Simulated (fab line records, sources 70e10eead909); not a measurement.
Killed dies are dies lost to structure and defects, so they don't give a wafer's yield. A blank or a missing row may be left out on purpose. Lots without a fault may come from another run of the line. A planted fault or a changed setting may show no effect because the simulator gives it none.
fab line records | flow nand_harc
record lots=5 wafers=15 last_day=24
route steps=1159 shown A_ONON_D1@425 A_CHANNEL_HOLE_D1@450
lots that met no fault: from a run of the same line without faults
start_h: hours from the record's first day to the start of the lot's first wafer shown | wait_h: hours since the lot's step before | " the same as in the row above | L1.1+2: a row that stands for several wafers | - no value, or no start given | * or withheld: withheld | < > ~ a bound
route shown NAME@n: a module of which the file shows steps, and the number in the route of the first | usual: mean/standard deviation of fault-free wafers | same: alike in all rows | chamber/n: place in a boat | sites: the reading at each site | _std_site: their standard deviation | _edge_site: outer sites' mean less inner sites' | radius_mm: how far each site lies from the wafer's centre | mask NAME#n: copy n | behind: the tool/chamber that last shaped the wafer | hold: why the lot was held/for how many hours/how that ended | device: the transistor (n, p or np) that didn't switch | end of line: the same wafers' tests at the end of the route | a step without rows: its recipe alone | killed: dies lost to structure and defects at the first sort, not the wafer's yield | map: a wafer's dies, x killed, . not, _ none there
set.NAME: the setting as run; set.NAME@STEP: as run at that earlier step | model.NAME: the simulator's own value behind a step, which no gauge read
lots at some steps of the route; a table a step, a row a wafer
services: from which hour (start_h, from the record's first day; less than 0 if before it) a tool's chamber was out of use, for how many hours, and why
## steps
# step NHARC_A_ONON_D1_THK_MEAS_02
# recipe thk_meas_gauge=ellipsometry
# usual thk_nm=1003/14
# columns lot.wafer tool chamber start_h wait_h thk_nm
L078.1 film_metro-02 - 180.55 - 987
L078.2 " - " " 987
L078.4 " - " " 987
L086.3 film_metro-02 - 232.28 - 992
L086.4 " - " " 993
L086.5 " - " " 992
L092.1 film_metro-02 - 260.17 - 995
L092.2 " - " " 998
L092.4 " - " " 997
L089.2 film_metro-01 - 260.17 - 983
L089.3 " - " " 983
L089.6 " - " " 981
L097.2 film_metro-01 - 288.32 - 1035
L097.3 " - " " 1035
L097.4 " - " " 1037
# step NHARC_A_ONON_D1_DEP_03
# recipe target_thk_a=10000 n2_flow_sccm=2750 n2o_flow_sccm=2000 nh3_flow_sccm=500 sih4_flow_sccm=210 temp_c=400
# columns lot.wafer tool chamber start_h wait_h
L078.1+2+4 pecvd_onon-01 0 180.60 0.1
L086.3+4+5 pecvd_onon-04 0 232.45 0.2
L092.1+2+4 pecvd_onon-01 0 260.23 0.1
L089.2+3+6 pecvd_onon-04 0 260.29 0.1
L097.2+3+4 pecvd_onon-02 0 288.43 0.1
# step NHARC_A_ONON_D1_THK_MEAS_05
# recipe thk_meas_gauge=ellipsometry
# usual thk_nm=1002/12
# columns lot.wafer tool chamber start_h wait_h thk_nm
L078.1 film_metro-01 - 181.11 - 994
L078.2 " - " " 995
L078.4 " - " " 996
L086.3 film_metro-02 - 232.85 - 1016
L086.4 " - " " 1017
L086.5 " - " " 1015
L092.1 film_metro-02 - 260.74 - 998
L092.2 " - " " 996
L092.4 " - " " 996
L089.2 film_metro-01 - 260.75 - 1018
L089.3 " - " " 1018
L089.6 " - " " 1019
L097.2 film_metro-01 - 288.89 - 1000
L097.3 " - " " 1000
L097.4 " - " " 999
# step NHARC_A_ONON_D1_DEP_06
# recipe target_thk_a=10000 n2_flow_sccm=2750 n2o_flow_sccm=2000 nh3_flow_sccm=500 sih4_flow_sccm=210 temp_c=400
# columns lot.wafer tool chamber start_h wait_h
L078.1+2+4 pecvd_onon-04 0 181.16 0.1
L086.3+4+5 pecvd_onon-01 0 233.02 0.2
L092.1+2+4 pecvd_onon-01 0 260.79 0.1
L089.2+3+6 pecvd_onon-04 0 260.86 0.1
L097.2+3+4 pecvd_onon-01 0 289.00 0.1
# step NHARC_A_ONON_D1_THK_MEAS_08
# recipe thk_meas_gauge=ellipsometry
# usual thk_nm=1000/8.6
# columns lot.wafer tool chamber start_h wait_h thk_nm
L078.1 film_metro-01 - 181.68 - 996
L078.2 " - " " 998
L078.4 " - " " 997
L086.3 film_metro-02 - 233.41 - 1006
L086.4 " - " " 1005
L086.5 " - " " 1003
L092.1 film_metro-02 - 261.31 - 989
L092.2 " - " " 990
L092.4 " - " " 987
L089.2 film_metro-01 - 261.31 - 1012
L089.3 " - " " 1013
L089.6 " - " " 1014
L097.2 film_metro-02 - 289.45 - 994
L097.3 " - " " 991
L097.4 " - " " 993
# step NHARC_A_ONON_D1_DEP_09
# recipe target_thk_a=10000 n2_flow_sccm=2750 n2o_flow_sccm=2000 nh3_flow_sccm=500 sih4_flow_sccm=210 temp_c=400
# columns lot.wafer tool chamber start_h wait_h
L078.1+2+4 pecvd_onon-02 0 181.73 0.1
L086.3+4+5 pecvd_onon-04 0 233.59 0.2
L092.1+2+4 pecvd_onon-01 0 261.37 0.1
L089.2+3+6 pecvd_onon-04 0 261.43 0.1
L097.2+3+4 pecvd_onon-04 0 289.56 0.1
# step NHARC_A_ONON_D1_THK_MEAS_11
# recipe thk_meas_gauge=ellipsometry
# usual thk_nm=998/11
# columns lot.wafer tool chamber start_h wait_h thk_nm
L078.1 film_metro-01 - 182.24 - 992
L078.2 " - " " 993
L078.4 " - " " 992
L086.3 film_metro-01 - 233.98 - 993
L086.4 " - " " 995
L086.5 " - " " 995
L089.2 film_metro-01 - 261.88 - 1002
L089.3 " - " " 1003
L089.6 " - " " 1004
L092.1 film_metro-02 - 261.88 - 996
L092.2 " - " " 997
L092.4 " - " " 996
L097.2 film_metro-02 - 290.01 - 992
L097.3 " - " " 993
L097.4 " - " " 992
# step NHARC_A_ONON_D1_DEP_12
# recipe target_thk_a=10000 n2_flow_sccm=2750 n2o_flow_sccm=2000 nh3_flow_sccm=500 sih4_flow_sccm=210 temp_c=400
# columns lot.wafer tool chamber start_h wait_h
L078.1+2+4 pecvd_onon-01 0 182.30 0.1
L086.3+4+5 pecvd_onon-01 0 234.15 0.2
L092.1+2+4 pecvd_onon-01 0 261.94 0.1
L089.2+3+6 pecvd_onon-04 0 261.99 0.1
L097.2+3+4 pecvd_onon-01 0 290.12 0.1
# step NHARC_A_ONON_D1_THK_MEAS_14
# recipe thk_meas_gauge=ellipsometry
# usual thk_nm=1000/12
# columns lot.wafer tool chamber start_h wait_h thk_nm
L078.1 film_metro-01 - 182.81 - 1009
L078.2 " - " " 1011
L078.4 " - " " 1010
L086.3 film_metro-01 - 234.55 - 1020
L086.4 " - " " 1021
L086.5 " - " " 1022
L092.1 film_metro-02 - 262.45 - 994
L092.2 " - " " 993
L092.4 " - " " 993
L089.2 film_metro-02 - 262.47 - 1011
L089.3 " - " " 1013
L089.6 " - " " 1012
L097.2 film_metro-01 - 290.58 - 1021
L097.3 " - " " 1019
L097.4 " - " " 1020
# step NHARC_A_ONON_D1_ANNEAL_15
# recipe temp_c=750 time_s=3600
# same time_s=3600
# columns lot.wafer tool chamber start_h wait_h
L078.1+2+4 furnace-04 0 185.36 2.5
L086.3+4+5 furnace-02 0 237.26 2.7
L089.2+3+6 furnace-02 0 265.17 2.7
L092.1+2+4 furnace-02 0 265.17 2.7
L097.2+3+4 furnace-02 0 290.77 0.2
# step NHARC_A_ONON_D1_DEP_16
# recipe target_thk_a=10000 n2_flow_sccm=2750 n2o_flow_sccm=2000 nh3_flow_sccm=500 sih4_flow_sccm=210 temp_c=400
# columns lot.wafer tool chamber start_h wait_h
L078.1+2+4 pecvd_onon-04 0 189.20 0.1
L086.3+4+5 pecvd_onon-02 0 241.33 0.2
L092.1+2+4 pecvd_onon-04 0 269.07 0.1
L089.2+3+6 pecvd_onon-01 0 269.13 0.1
L097.2+3+4 pecvd_onon-04 0 294.80 0.1
# step NHARC_A_ONON_D1_THK_MEAS_18
# recipe thk_meas_gauge=ellipsometry
# usual thk_nm=1002/7.8
# columns lot.wafer tool chamber start_h wait_h thk_nm
L078.1 film_metro-01 - 189.71 - 989
L078.2 " - " " 988
L078.4 " - " " 986
L086.3 film_metro-02 - 241.72 - 1014
L086.4 " - " " 1014
L086.5 " - " " 1014
L089.2 film_metro-01 - 269.61 - 998
L089.3 " - " " 999
L089.6 " - " " 997
L092.1 film_metro-02 - 269.61 - 1005
L092.2 " - " " 1005
L092.4 " - " " 1006
L097.2 film_metro-01 - 295.25 - 996
L097.3 " - " " 995
L097.4 " - " " 996
# step NHARC_A_ONON_D1_DEP_19
# recipe target_thk_a=10000 n2_flow_sccm=2750 n2o_flow_sccm=2000 nh3_flow_sccm=500 sih4_flow_sccm=210 temp_c=400
# columns lot.wafer tool chamber start_h wait_h
L078.1+2+4 pecvd_onon-01 0 189.76 0.1
L086.3+4+5 pecvd_onon-02 0 241.89 0.2
L092.1+2+4 pecvd_onon-02 0 269.67 0.1
L089.2+3+6 pecvd_onon-04 0 269.72 0.1
L097.2+3+4 pecvd_onon-01 0 295.36 0.1
# step NHARC_A_ONON_D1_THK_MEAS_21
# recipe thk_meas_gauge=ellipsometry
# usual thk_nm=1001/8.4
# columns lot.wafer tool chamber start_h wait_h thk_nm
L078.1 film_metro-02 - 190.28 - 988
L078.2 " - " " 989
L078.4 " - " " 991
L086.3 film_metro-02 - 242.28 - 1012
L086.4 " - " " 1010
L086.5 " - " " 1012
L089.2 film_metro-01 - 270.17 - 989
L089.3 " - " " 987
L089.6 " - " " 989
L092.1 film_metro-02 - 270.17 - 996
L092.2 " - " " 994
L092.4 " - " " 996
L097.2 film_metro-01 - 295.82 - 995
L097.3 " - " " 996
L097.4 " - " " 998
# step NHARC_A_ONON_D1_DEP_22
# recipe target_thk_a=10000 n2_flow_sccm=2750 n2o_flow_sccm=2000 nh3_flow_sccm=500 sih4_flow_sccm=210 temp_c=400
# columns lot.wafer tool chamber start_h wait_h
L078.1+2+4 pecvd_onon-02 0 190.33 0.1
L086.3+4+5 pecvd_onon-02 0 242.45 0.2
L092.1+2+4 pecvd_onon-02 0 270.23 0.1
L089.2+3+6 pecvd_onon-04 0 270.28 0.1
L097.2+3+4 pecvd_onon-04 0 295.93 0.1
# step NHARC_A_ONON_D1_THK_MEAS_24
# recipe thk_meas_gauge=ellipsometry
# usual thk_nm=999/12
# columns lot.wafer tool chamber start_h wait_h thk_nm
L078.1 film_metro-01 - 190.85 - 1007
L078.2 " - " " 1006
L078.4 " - " " 1004
L086.3 film_metro-01 - 242.84 - 1009
L086.4 " - " " 1008
L086.5 " - " " 1009
L089.2 film_metro-02 - 270.74 - 981
L089.3 " - " " 981
L089.6 " - " " 981
L092.1 film_metro-01 - 270.74 - 1012
L092.2 " - " " 1012
L092.4 " - " " 1013
L097.2 film_metro-01 - 296.39 - 1011
L097.3 " - " " 1012
L097.4 " - " " 1012
# step NHARC_A_ONON_D1_DEP_25
# recipe target_thk_a=10000 n2_flow_sccm=2750 n2o_flow_sccm=2000 nh3_flow_sccm=500 sih4_flow_sccm=210 temp_c=400
# columns lot.wafer tool chamber start_h wait_h
L078.1+2+4 pecvd_onon-04 0 190.90 0.1
L086.3+4+5 pecvd_onon-01 0 243.02 0.2
L092.1+2+4 pecvd_onon-02 0 270.79 0.1
L089.2+3+6 pecvd_onon-04 0 270.85 0.1
L097.2+3+4 pecvd_onon-01 0 296.50 0.1
# step NHARC_A_ONON_D1_THK_MEAS_27
# recipe thk_meas_gauge=ellipsometry
# usual thk_nm=996/11
# columns lot.wafer tool chamber start_h wait_h thk_nm
L078.1 film_metro-02 - 191.42 - 996
L078.2 " - " " 995
L078.4 " - " " 995
L086.3 film_metro-02 - 243.41 - 1002
L086.4 " - " " 1002
L086.5 " - " " 1004
L089.2 film_metro-01 - 271.30 - 998
L089.3 " - " " 999
L089.6 " - " " 998
L092.1 film_metro-02 - 271.31 - 1000
L092.2 " - " " 1000
L092.4 " - " " 1001
L097.2 film_metro-02 - 296.95 - 989
L097.3 " - " " 991
L097.4 " - " " 992
# step NHARC_A_ONON_D1_DEP_28
# recipe target_thk_a=10000 n2_flow_sccm=2750 n2o_flow_sccm=2000 nh3_flow_sccm=500 sih4_flow_sccm=210 temp_c=400
# columns lot.wafer tool chamber start_h wait_h
L078.1+2+4 pecvd_onon-01 0 191.47 0.1
L086.3+4+5 pecvd_onon-02 0 243.58 0.2
L092.1+2+4 pecvd_onon-02 0 271.36 0.1
L089.2+3+6 pecvd_onon-04 0 271.42 0.1
L097.2+3+4 pecvd_onon-04 0 297.06 0.1
# step NHARC_A_ONON_D1_THK_MEAS_30
# recipe thk_meas_gauge=ellipsometry
# usual thk_nm=999/7.8
# columns lot.wafer tool chamber start_h wait_h thk_nm
L078.1 film_metro-01 - 191.99 - 1008
L078.2 " - " " 1007
L078.4 " - " " 1006
L086.3 film_metro-02 - 243.97 - 990
L086.4 " - " " 990
L086.5 " - " " 990
L089.2 film_metro-02 - 271.87 - 992
L089.3 " - " " 989
L089.6 " - " " 991
L092.1 film_metro-01 - 271.87 - 1001
L092.2 " - " " 1001
L092.4 " - " " 1002
L097.2 film_metro-01 - 297.51 - 999
L097.3 " - " " 997
L097.4 " - " " 1000
# step NHARC_A_ONON_D1_DEP_33
# recipe target_thk_a=2000 temp_c=400 pressure_torr=6.5 rf_w=900 teos_flow_sccm=161.4 flow_sccm=2650 target_thk_nm=200 gas=O2 material=SiO2
# usual heater_power_w=566/89 throttle_valve_pct=16.2/0.35
# columns lot.wafer tool chamber start_h wait_h heater_power_w throttle_valve_pct
L078.1 pecvd-04 1 192.28 0.3 684 16.2
L078.2 " 0 " " 701 15.9
L078.4 " 0 " " 529 16.5
L086.3 pecvd-02 2 244.06 0.1 527 16.2
L086.5 " 0 " " 543 16.5
L086.4 " 1 " " 614 16.5
L089.3 pecvd-01 2 272.03 0.2 473 16.8
L089.2 " 0 " " 676 15.8
L089.6 " 1 " " 471 16.3
L092.1 pecvd-02 2 272.22 0.3 520 16.2
L092.2 " 0 " " 645 16.8
L092.4 " 0 " " 663 16.7
L097.2 pecvd-04 0 297.62 0.1 660 15.9
L097.3 " 1 " " 744 15.7
L097.4 " 1 " " 747 15.7
# step NHARC_A_ONON_D1_THK_MEAS_34
# recipe thk_meas_gauge=ellipsometry
# usual thk_nm=200/3.2
# columns lot.wafer tool chamber start_h wait_h thk_nm
L078.1 film_metro-01 - 192.69 - 192
L078.2 " - " " 195
L078.4 " - " " 197
L086.3 film_metro-01 - 244.48 - 195
L086.4 " - " " 203
L086.5 " - " " 195
L089.2 film_metro-01 - 272.40 - 198
L089.3 " - " " 199
L089.6 " - " " 202
L092.1 film_metro-01 - 272.58 - 198
L092.2 " - " " 197
L092.4 " - " " 199
L097.2 film_metro-01 - 297.98 - 202
L097.3 " - " " 201
L097.4 " - " " 201
# step NHARC_A_ONON_D1_INSPECT_32
# usual raw_defect_count=72/25
# columns lot.wafer tool chamber start_h wait_h raw_defect_count
L078.1 defect_inspect-01 - 192.78 0.0 85
L078.2 " - " " 105
L078.4 " - " " 77
L086.3 defect_inspect-02 - 244.54 0.0 68
L086.4 " - " " 87
L086.5 " - " " 147
L089.2 defect_inspect-01 - 272.49 0.0 33
L089.3 " - " " 55
L089.6 " - " " 34
L092.1 defect_inspect-01 - 272.66 0.1 70
L092.2 " - " " 67
L092.4 " - " " 60
L097.2 defect_inspect-01 - 298.04 0.0 49
L097.3 " - " " 61
L097.4 " - " " 51
# step NHARC_A_CHANNEL_HOLE_D1_DEP_00
# recipe target_thk_a=31000 temp_c=400 material=aC
# usual throttle_valve_pct=35.000/0.01
# columns lot.wafer tool chamber start_h wait_h throttle_valve_pct
L078.1 acl_dep-02 0 192.84 0.1 35.006
L078.2 " 0 " " 35.015
L078.4 " 0 " " 34.998
L086.3 acl_dep-03 0 247.31 2.8 34.995
L086.4 " 0 " " 34.989
L086.5 " 0 " " 35.003
L089.2 acl_dep-03 0 273.37 0.9 35.002
L089.3 " 0 " " 34.995
L089.6 " 0 " " 34.983
L092.1 acl_dep-02 0 273.76 1.1 34.998
L092.2 " 0 " " 34.988
L092.4 " 0 " " 35.004
L097.2 acl_dep-02 0 303.88 5.8 35.007
L097.3 " 0 " " 35.008
L097.4 " 0 " " 35.002
# step NHARC_A_CHANNEL_HOLE_D1_DEP_01
# recipe target_thk_a=1400 target_thk_nm=140 temp_c=400 pressure_torr=3.5 flow_sccm=200 rf_w=350 material=SiON
# usual heater_power_w=775/80
# columns lot.wafer tool chamber start_h wait_h heater_power_w
L078.1 pecvd-03 1 194.91 1.7 641
L078.2 " 0 " " 755
L078.4 " 0 " " 758
L086.3 pecvd-02 2 248.67 1.0 794
L086.4 " 2 " " 785
L086.5 " 0 " " 808
L089.3 pecvd-04 2 275.02 1.0 698
L089.2 " 0 " " 783
L089.6 " 2 " " 556
L092.1 pecvd-02 1 275.72 1.7 718
L092.2 " 2 " " 824
L092.4 " 0 " " 818
L097.2 pecvd-04 1 305.48 1.3 897
L097.3 " 0 " " 780
L097.4 " 2 " " 566
# step NHARC_A_CHANNEL_HOLE_D1_DEHYDRATE_02
# recipe temp_c=150 time_s=120
# same time_s=120
# columns lot.wafer tool chamber start_h wait_h
L078.1+2+4 litho_track-01 0 195.27 0.3
L086.3+4+5 litho_track-06 0 248.94 0.2
L089.2+3+6 litho_track-06 0 275.26 0.2
L092.1+2+4 litho_track-01 0 275.99 0.2
L097.2+3+4 litho_track-04 0 305.75 0.2
# step NHARC_A_CHANNEL_HOLE_D1_HMDS_03
# recipe time_s=30
# same time_s=30
# columns lot.wafer tool chamber start_h wait_h
L078.1+2+4 litho_track-01 0 - -
L086.3+4+5 litho_track-06 0 - -
L089.2+3+6 litho_track-06 0 - -
L092.1+2+4 litho_track-01 0 - -
L097.2+3+4 litho_track-04 0 - -
# step NHARC_A_CHANNEL_HOLE_D1_COAT_36
# recipe temp_c=260 time_s=75
# same time_s=75
# columns lot.wafer tool chamber start_h wait_h
L078.1+2+4 litho_track-01 0 - -
L086.3+4+5 litho_track-06 0 - -
L089.2+3+6 litho_track-06 0 - -
L092.1+2+4 litho_track-01 0 - -
L097.2+3+4 litho_track-04 0 - -
# step NHARC_A_CHANNEL_HOLE_D1_COAT_37
# recipe temp_c=225 time_s=65
# same time_s=65
# columns lot.wafer tool chamber start_h wait_h
L078.1+2+4 litho_track-01 0 - -
L086.3+4+5 litho_track-06 0 - -
L089.2+3+6 litho_track-06 0 - -
L092.1+2+4 litho_track-01 0 - -
L097.2+3+4 litho_track-04 0 - -
# step NHARC_A_CHANNEL_HOLE_D1_COAT_04
# recipe spin_rpm=1500 resist_thk_nm=90
# usual spin_speed_rpm=1500.0/0.89
# columns lot.wafer tool chamber start_h wait_h spin_speed_rpm
L078.1 litho_track-01 0 - - 1499.3
L078.2 " 0 " " 1501.1
L078.4 " 0 " " 1500.0
L086.3 litho_track-06 0 - - 1501.0
L086.4 " 0 " " 1500.1
L086.5 " 0 " " 1500.2
L089.2 litho_track-06 0 - - 1501.1
L089.3 " 0 " " 1499.2
L089.6 " 0 " " 1500.8
L092.1 litho_track-01 0 - - 1500.5
L092.2 " 0 " " 1499.7
L092.4 " 0 " " 1500.7
L097.2 litho_track-04 0 - - 1500.7
L097.3 " 0 " " 1501.0
L097.4 " 0 " " 1499.4
# step NHARC_A_CHANNEL_HOLE_D1_SOFTBAKE_05
# recipe temp_c=105 time_s=55
# same time_s=55
# columns lot.wafer tool chamber start_h wait_h
L078.1+2+4 litho_track-01 0 - -
L086.3+4+5 litho_track-06 0 - -
L089.2+3+6 litho_track-06 0 - -
L092.1+2+4 litho_track-01 0 - -
L097.2+3+4 litho_track-04 0 - -
# step NHARC_A_CHANNEL_HOLE_D1_EBR_06
# columns lot.wafer tool chamber start_h wait_h
L078.1+2+4 litho_track-01 0 - -
L086.3+4+5 litho_track-06 0 - -
L089.2+3+6 litho_track-06 0 - -
L092.1+2+4 litho_track-01 0 - -
L097.2+3+4 litho_track-04 0 - -
# step NHARC_A_CHANNEL_HOLE_D1_EXPOSE_07
# recipe na=1.35 target_cd_nm=100 sigma_outer=0.3 dose_mj=59.65 mask_id=HOLE_D1
# usual reticle_temp_C=23.01/0.11
# columns lot.wafer tool chamber start_h wait_h mask reticle_temp_C
L078.1 arfi_scanner-03 0 195.58 - HOLE_D1#0 22.86
L078.2 " 0 " " HOLE_D1#0 23.03
L078.4 " 0 " " HOLE_D1#0 23.16
L086.3 arfi_scanner-02 0 249.14 - HOLE_D1#0 23.24
L086.4 " 0 " " HOLE_D1#0 23.03
L086.5 " 0 " " HOLE_D1#0 23.28
L089.2 arfi_scanner-02 0 275.57 - HOLE_D1#0 23.03
L089.3 " 0 " " HOLE_D1#0 22.95
L089.6 " 0 " " HOLE_D1#0 22.97
L092.1 arfi_scanner-02 0 276.18 - HOLE_D1#0 22.95
L092.2 " 0 " " HOLE_D1#0 22.88
L092.4 " 0 " " HOLE_D1#0 22.99
L097.2 arfi_scanner-01 0 306.07 - HOLE_D1#0 23.12
L097.3 " 0 " " HOLE_D1#0 23.00
L097.4 " 0 " " HOLE_D1#0 22.96
# step NHARC_A_CHANNEL_HOLE_D1_PEB_08
# recipe peb_temp_c=100 peb_time_s=65
# columns lot.wafer tool chamber start_h wait_h
L078.1+2+4 litho_track-01 0 195.64 0.1
L086.3+4+5 litho_track-01 0 249.19 0.0
L089.2+3+6 litho_track-06 0 275.63 0.1
L092.1+2+4 litho_track-06 0 276.24 0.1
L097.2+3+4 litho_track-01 0 306.13 0.1
# step NHARC_A_CHANNEL_HOLE_D1_DEVELOP_09
# recipe develop_time_s=35 dev_temp_c=23
# columns lot.wafer tool chamber start_h wait_h
L078.1+2+4 litho_track-01 0 - -
L086.3+4+5 litho_track-01 0 - -
L089.2+3+6 litho_track-06 0 - -
L092.1+2+4 litho_track-06 0 - -
L097.2+3+4 litho_track-01 0 - -
# step NHARC_A_CHANNEL_HOLE_D1_CD_MEAS_10
# recipe target_cd_nm=100 landing_energy_ev=500
# usual cd_nm=99.7/0.62
# columns lot.wafer tool chamber start_h wait_h cd_nm
L078.1 cd_sem-01 0 195.72 - 98.9
L078.2 " 0 " " 99.4
L078.4 " 0 " " 99.3
L086.3 cd_sem-03 0 249.27 - 98.8
L086.4 " 0 " " 99.0
L086.5 " 0 " " 98.8
L089.2 cd_sem-02 0 275.71 - 99.5
L089.3 " 0 " " 99.2
L089.6 " 0 " " 99.5
L092.1 cd_sem-02 0 276.32 - 99.7
L092.2 " 0 " " 99.7
L092.4 " 0 " " 99.5
L097.2 cd_sem-02 0 306.21 - 99.0
L097.3 " 0 " " 99.1
L097.4 " 0 " " 100.0
# step NHARC_A_CHANNEL_HOLE_D1_OVL_MEAS_11
# usual overlay_x_nm=-0.2/1 overlay_y_nm=0.0/0.93
# columns lot.wafer tool chamber start_h wait_h overlay_x_nm overlay_y_nm
L078.1 overlay-02 - 195.80 - 0.4 -1.6
L078.2 " - " " 0.5 -0.7
L078.4 " - " " 0.6 -1.2
L086.3 overlay-02 - 249.36 - 1.1 -0.3
L086.4 " - " " 1.1 -0.2
L086.5 " - " " 0.7 0.1
L089.2 overlay-01 - 275.80 - 0.4 1.4
L089.3 " - " " 0.5 0.9
L089.6 " - " " 0.0 1.2
L092.1 overlay-01 - 276.41 - -0.1 0.3
L092.2 " - " " -0.1 0.6
L092.4 " - " " 0.2 0.4
L097.2 overlay-02 - 306.30 - 1.8 0.2
L097.3 " - " " 2.0 1.0
L097.4 " - " " 2.3 0.2
# step NHARC_A_CHANNEL_HOLE_D1_INSPECT_12
# usual raw_defect_count=5.4/2.5
# columns lot.wafer tool chamber start_h wait_h raw_defect_count
L078.1 defect_inspect-01 - 195.84 0.0 4
L078.2 " - " " 5
L078.4 " - " " 6
L086.3 defect_inspect-02 - 249.39 0.0 6
L086.4 " - " " 6
L086.5 " - " " 5
L089.2 defect_inspect-02 - 275.83 0.0 4
L089.3 " - " " 2
L089.6 " - " " 4
L092.1 defect_inspect-01 - 276.44 0.0 3
L092.2 " - " " 4
L092.4 " - " " 7
L097.2 defect_inspect-01 - 306.33 0.0 4
L097.3 " - " " 7
L097.4 " - " " 7
# step NHARC_A_CHANNEL_HOLE_D1_DESCUM_15
# recipe time_s=3 o2_flow_sccm=200 ar_flow_sccm=0 bias_power_w=0 chemistry=O2
# usual drypump_motor_current_A=5.8/0.48 oes_product_au=1.001/0.012 rf_vpp_V=57.8/0.9 showerhead_plenum_p_Torr=1.91/0.068 throttle_valve_pct=11.311/0.0093
# same bias_power_w=0 time_s=3
# columns lot.wafer tool chamber start_h wait_h drypump_motor_current_A oes_product_au rf_hours_counter_h rf_vpp_V showerhead_plenum_p_Torr throttle_valve_pct
L078.1 rie_diel-09 0 195.90 0.1 5.5 1.010 5 58.1 1.80 11.301
L078.2 " 1 " " 5.8 0.993 5 56.9 1.93 11.311
L078.4 " 2 " " 6.5 0.986 5 57.8 1.89 11.315
L086.4 rie_diel-09 1 249.45 0.1 5.7 0.981 7 59.1 1.93 11.315
L086.3 " 0 " " 5.5 1.025 8 56.9 1.80 11.322
L086.5 " 2 " " 6.4 0.979 - 56.7 1.89 11.308
L089.3 rie_diel-12 0 275.89 0.1 5.9 1.013 5 57.8 1.96 11.303
L089.2 " 1 " " 6.5 1.008 4 59.1 1.99 11.312
L089.6 " 1 " " 6.5 1.009 - 59.3 1.99 11.310
L092.4 rie_diel-06 1 276.51 0.1 5.7 1.001 2 56.8 1.81 11.308
L092.2 " 3 " " 5.2 1.000 1 57.2 1.97 11.302
L092.1 " 0 " " 5.0 1.027 2 58.1 1.94 11.301
L097.4 rie_diel-09 2 306.39 0.1 6.5 0.996 3 58.8 1.89 11.317
L097.3 " 3 " " 5.7 1.006 3 57.7 2.02 11.307
L097.2 " 0 " " 5.5 0.998 1 57.5 1.80 11.301
# step NHARC_A_CHANNEL_HOLE_D1_ETCH_38
# recipe target_depth_a=390 over_etch_frac=0.3 time_s=65 ion_energy_ev=80 cf4_flow_sccm=150 ar_flow_sccm=0 rf_w=300 bias_w=100 chemistry=CF4
# usual cf4_flow_sccm=150.0/0.38 drypump_motor_current_A=5.7/0.49 oes_product_au=1.003/0.014 rf_vpp_V=151.3/1.1 showerhead_plenum_p_Torr=1.77/0.059 throttle_valve_pct=13.282/0.0093
# same time_s=65
# columns lot.wafer tool chamber start_h wait_h cf4_flow_sccm drypump_motor_current_A oes_product_au rf_hours_counter_h rf_vpp_V showerhead_plenum_p_Torr throttle_valve_pct
L078.4 rie_diel-09 2 196.29 0.4 150.7 6.4 0.996 5 151.9 1.75 13.295
L078.2 " 3 " " 150.0 5.7 1.000 5 152.4 1.86 13.276
L078.1 " 1 " " 149.8 5.8 1.001 5 150.4 1.78 13.272
L086.3 rie_diel-09 0 249.54 0.1 149.4 5.5 1.014 8 149.9 1.67 13.301
L086.4 " 3 " " 149.9 5.7 0.985 8 152.1 1.86 13.274
L086.5 " 1 " " 150.1 5.8 0.989 - 150.5 1.78 13.292
L089.3 rie_diel-12 0 275.98 0.1 149.9 5.9 1.012 5 152.0 1.81 13.264
L089.2 " 1 " " 149.6 6.5 1.006 4 153.2 1.83 13.275
L089.6 " 0 " " 150.2 6.0 1.027 - 153.1 1.81 13.279
L092.2 rie_diel-06 3 276.59 0.1 150.7 5.2 1.001 1 152.0 1.82 13.281
L092.1 " 1 " " 150.3 5.7 1.010 2 148.9 1.68 13.286
L092.4 " 2 " " 149.5 6.1 0.988 1 150.5 1.70 13.276
L097.4 rie_diel-09 2 306.48 0.1 149.6 6.5 0.994 3 151.2 1.75 13.278
L097.2 " 0 " " 150.3 5.5 0.994 1 151.0 1.67 13.270
L097.3 " 1 " " 150.0 5.7 0.984 3 151.0 1.78 13.284
# step NHARC_A_CHANNEL_HOLE_D1_ETCH_39
# recipe target_depth_a=2600 over_etch_frac=0.3 time_s=325 ion_energy_ev=200 n2_flow_sccm=150 h2_flow_sccm=150 ar_flow_sccm=0 rf_w=400 bias_w=150 chemistry=N2/H2
# usual drypump_motor_current_A=5.8/0.46 oes_product_au=1.004/0.014 rf_vpp_V=430.1/2.3 showerhead_plenum_p_Torr=2.03/0.077 throttle_valve_pct=14.172/0.0088
# same time_s=325
# columns lot.wafer tool chamber start_h wait_h drypump_motor_current_A oes_product_au rf_hours_counter_h rf_vpp_V showerhead_plenum_p_Torr throttle_valve_pct
L078.2 rie_diel-09 3 - - 5.7 0.992 5 433.7 2.16 14.173
L078.1 " 0 " " 5.6 1.006 5 427.1 1.92 14.146
L078.4 " 2 " " 6.4 0.982 5 429.2 2.01 14.177
L086.3 rie_diel-09 1 - - 5.8 0.987 7 431.0 2.06 14.158
L086.4 " 2 " " 6.5 0.997 7 431.0 2.01 14.181
L086.5 " 0 " " 5.5 1.013 - 426.4 1.92 14.180
L089.2 rie_diel-12 3 - - 6.2 1.009 5 430.5 2.02 14.153
L089.3 " 1 " " 6.5 1.013 4 431.5 2.12 14.160
L089.6 " 3 " " 6.2 0.999 - 429.0 2.02 14.175
L092.4 rie_diel-06 1 - - 5.7 1.002 2 427.6 1.93 14.166
L092.1 " 2 " " 6.1 0.991 2 425.9 1.95 14.160
L092.2 " 0 " " 5.0 1.029 2 430.3 2.07 14.188
L097.4 rie_diel-09 0 - - 5.5 1.000 1 427.8 1.92 14.169
L097.2 " 1 " " 5.8 0.995 3 429.8 2.06 14.178
L097.3 " 2 " " 6.4 0.997 3 429.2 2.01 14.178
## services
# columns tool chamber start_h hours kind
pecvd_onon-04 - 169.25 8.7 repair
acl_dep-02 - 170.01 13.0 pm
rie_diel-09 2 184.47 6.7 repair
pecvd_onon-01 - 195.00 13.0 pm
pecvd-04 - 195.23 13.0 pm
arfi_scanner-01 - 196.00 4.0 pm
rie_diel-12 - 202.43 9.0 pm
acl_dep-03 - 223.93 13.0 pm
rie_diel-12 3 226.89 6.1 repair
pecvd-04 - 230.87 0.7 repair
arfi_scanner-01 - 234.88 1.2 repair
pecvd_onon-04 - 237.09 13.0 pm
pecvd-01 - 237.32 13.0 pm
rie_diel-06 - 241.20 9.0 pm
arfi_scanner-03 - 245.15 1.8 repair
rie_diel-09 3 250.30 11.4 repair
rie_diel-09 2 252.14 2.4 repair
rie_diel-09 - 254.41 9.0 pm
arfi_scanner-02 - 256.00 4.0 pm
litho_track-01 - 268.00 7.0 pm
rie_diel-09 0 276.41 15.2 repair
pecvd-02 - 291.52 0.6 repair
litho_track-06 - 292.00 7.0 pm
pecvd_onon-02 - 292.00 13.0 pm
## key
fault none
